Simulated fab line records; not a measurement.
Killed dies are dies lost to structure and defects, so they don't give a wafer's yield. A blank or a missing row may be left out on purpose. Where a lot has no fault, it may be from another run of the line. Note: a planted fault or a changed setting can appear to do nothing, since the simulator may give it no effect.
Chamber matching :: flow n5Finfet :: N5_BEOL_M3_ILD_DEP_00 on pecvd-03: 3 sister chambers
The step deposits SiOC from DEMS/O2, target thk 79 nm, time 15.3 s. 27 wafers are shown with their chamber, then 12 later ones without.

## WAFERS WITH THEIR CHAMBER
wafer: L077.3
chamber: 0
throttleValvePct (%): 13.2
heaterPowerW (W): 419
showerheadPlenumPTorr (Torr): 5.712

wafer: L077.5
chamber: 2
throttleValvePct (%): 11.5
heaterPowerW (W): 414
showerheadPlenumPTorr (Torr): 5.679

wafer: L077.6
chamber: 1
throttleValvePct (%): 12.2
heaterPowerW (W): 561
showerheadPlenumPTorr (Torr): 5.682

wafer: L079.1
chamber: 2
throttleValvePct (%): 11.7
heaterPowerW (W): 387
showerheadPlenumPTorr (Torr): 5.702

wafer: L079.2
chamber: 1
throttleValvePct (%): 12.2
heaterPowerW (W): 517
showerheadPlenumPTorr (Torr): 5.680

wafer: L079.6
chamber: 2
throttleValvePct (%): 11.5
heaterPowerW (W): 389
showerheadPlenumPTorr (Torr): 5.686

wafer: L082.1
chamber: 0
throttleValvePct (%): 12.8
heaterPowerW (W): 437
showerheadPlenumPTorr (Torr): 5.711

wafer: L082.3
chamber: 2
throttleValvePct (%): 11.3
heaterPowerW (W): 370
showerheadPlenumPTorr (Torr): 5.695

wafer: L082.4
chamber: 0
throttleValvePct (%): 13.1
heaterPowerW (W): 438
showerheadPlenumPTorr (Torr): 5.714

wafer: L083.1
chamber: 2
throttleValvePct (%): 11.4
heaterPowerW (W): 346
showerheadPlenumPTorr (Torr): 5.682

wafer: L083.4
chamber: 0
throttleValvePct (%): 12.8
heaterPowerW (W): 410
showerheadPlenumPTorr (Torr): 5.707

wafer: L083.5
chamber: 1
throttleValvePct (%): 11.8
heaterPowerW (W): 500
showerheadPlenumPTorr (Torr): 5.668

wafer: L085.2
chamber: 0
throttleValvePct (%): 12.8
heaterPowerW (W): 353
showerheadPlenumPTorr (Torr): 5.719

wafer: L085.4
chamber: 2
throttleValvePct (%): 11.8
heaterPowerW (W): 355
showerheadPlenumPTorr (Torr): 5.694

wafer: L085.5
chamber: 0
throttleValvePct (%): 13.1
heaterPowerW (W): 351
showerheadPlenumPTorr (Torr): 5.714

wafer: L087.3
chamber: 0
throttleValvePct (%): 13.0
heaterPowerW (W): 355
showerheadPlenumPTorr (Torr): 5.697

wafer: L087.5
chamber: 2
throttleValvePct (%): 11.9
heaterPowerW (W): 347
showerheadPlenumPTorr (Torr): 5.690

wafer: L087.6
chamber: 0
throttleValvePct (%): 13.0
heaterPowerW (W): 356
showerheadPlenumPTorr (Torr): 5.703

wafer: L088.1
chamber: 2
throttleValvePct (%): 11.8
heaterPowerW (W): 387
showerheadPlenumPTorr (Torr): 5.696

wafer: L088.5
chamber: 0
throttleValvePct (%): 12.9
heaterPowerW (W): 386
showerheadPlenumPTorr (Torr): 5.705

wafer: L088.6
chamber: 2
throttleValvePct (%): 11.6
heaterPowerW (W): 403
showerheadPlenumPTorr (Torr): 5.705

wafer: L089.1
chamber: 1
throttleValvePct (%): 12.3
heaterPowerW (W): 564
showerheadPlenumPTorr (Torr): 5.673

wafer: L089.2
chamber: 0
throttleValvePct (%): 12.7
heaterPowerW (W): 429
showerheadPlenumPTorr (Torr): 5.706

wafer: L089.3
chamber: 2
throttleValvePct (%): 11.7
heaterPowerW (W): 406
showerheadPlenumPTorr (Torr): 5.692

wafer: L090.1
chamber: 2
throttleValvePct (%): 11.9
heaterPowerW (W): 369
showerheadPlenumPTorr (Torr): 5.708

wafer: L090.3
chamber: 1
throttleValvePct (%): 11.9
heaterPowerW (W): 552
showerheadPlenumPTorr (Torr): 5.680

wafer: L090.5
chamber: 1
throttleValvePct (%): 12.3
heaterPowerW (W): 545
showerheadPlenumPTorr (Torr): 5.680

SIGNATURES, as means of the wafers listed above
reading: throttleValvePct
chamber 0: 12.940
chamber 1: 12.117
chamber 2: 11.645
scatter within a chamber: 0.191

reading: heaterPowerW
chamber 0: 393.40
chamber 1: 539.83
chamber 2: 379.36
scatter within a chamber: 29.9

reading: showerheadPlenumPTorr
chamber 0: 5.70880
chamber 1: 5.67717
chamber 2: 5.69355
scatter within a chamber: 0.00752
Rule: for each reading, subtract the chamber's mean from the wafer's reading, divide by that reading's scatter and square the result; add these up over the readings and take the root, which gives the wafer's distance from the chamber. If the next closest chamber is less than 2 further off than the closest, the wafer can't be placed; otherwise it belongs to the closest. The scatter: the root of (the sum of the squares of (reading less its chamber's mean) over the shown wafers, divided by (wafers less chambers)).

## WAFERS WITHOUT THEIR CHAMBER
wafer: L091.2
throttleValvePct (%): 11.5
heaterPowerW (W): 425
showerheadPlenumPTorr (Torr): 5.708

wafer: L091.5
throttleValvePct (%): 12.1
heaterPowerW (W): 496
showerheadPlenumPTorr (Torr): 5.682

wafer: L091.6
throttleValvePct (%): 11.7
heaterPowerW (W): 433
showerheadPlenumPTorr (Torr): 5.710

wafer: L093.2
throttleValvePct (%): 13.1
heaterPowerW (W): 410
showerheadPlenumPTorr (Torr): 5.704

wafer: L093.3
throttleValvePct (%): 12.1
heaterPowerW (W): 503
showerheadPlenumPTorr (Torr): 5.673

wafer: L093.4
throttleValvePct (%): 11.6
heaterPowerW (W): 371
showerheadPlenumPTorr (Torr): 5.700

wafer: L095.2
throttleValvePct (%): 13.1
heaterPowerW (W): 357
showerheadPlenumPTorr (Torr): 5.706

wafer: L095.5
throttleValvePct (%): 11.8
heaterPowerW (W): 422
showerheadPlenumPTorr (Torr): 5.698

wafer: L095.6
throttleValvePct (%): 12.2
heaterPowerW (W): 561
showerheadPlenumPTorr (Torr): 5.671

wafer: L096.4
throttleValvePct (%): 11.8
heaterPowerW (W): 425
showerheadPlenumPTorr (Torr): 5.711

wafer: L096.5
throttleValvePct (%): 13.0
heaterPowerW (W): 425
showerheadPlenumPTorr (Torr): 5.702

wafer: L096.6
throttleValvePct (%): 12.1
heaterPowerW (W): 495
showerheadPlenumPTorr (Torr): 5.678

## WHICH CHAMBER EACH WENT THROUGH
wafer: L091.2
from the rows above: 2
in truth: 2

wafer: L091.5
from the rows above: 1
in truth: 1

wafer: L091.6
from the rows above: 2
in truth: 2

wafer: L093.2
from the rows above: 0
in truth: 0

wafer: L093.3
from the rows above: 1
in truth: 1

wafer: L093.4
from the rows above: 2
in truth: 2

wafer: L095.2
from the rows above: 0
in truth: 0

wafer: L095.5
from the rows above: 2
in truth: 2

wafer: L095.6
from the rows above: 1
in truth: 1

wafer: L096.4
from the rows above: 2
in truth: 2

wafer: L096.5
from the rows above: 0
in truth: 0

wafer: L096.6
from the rows above: 1
in truth: 1
12 of 12 placed correctly. Left unplaced by these rows: 0. Wrongly placed: 0.
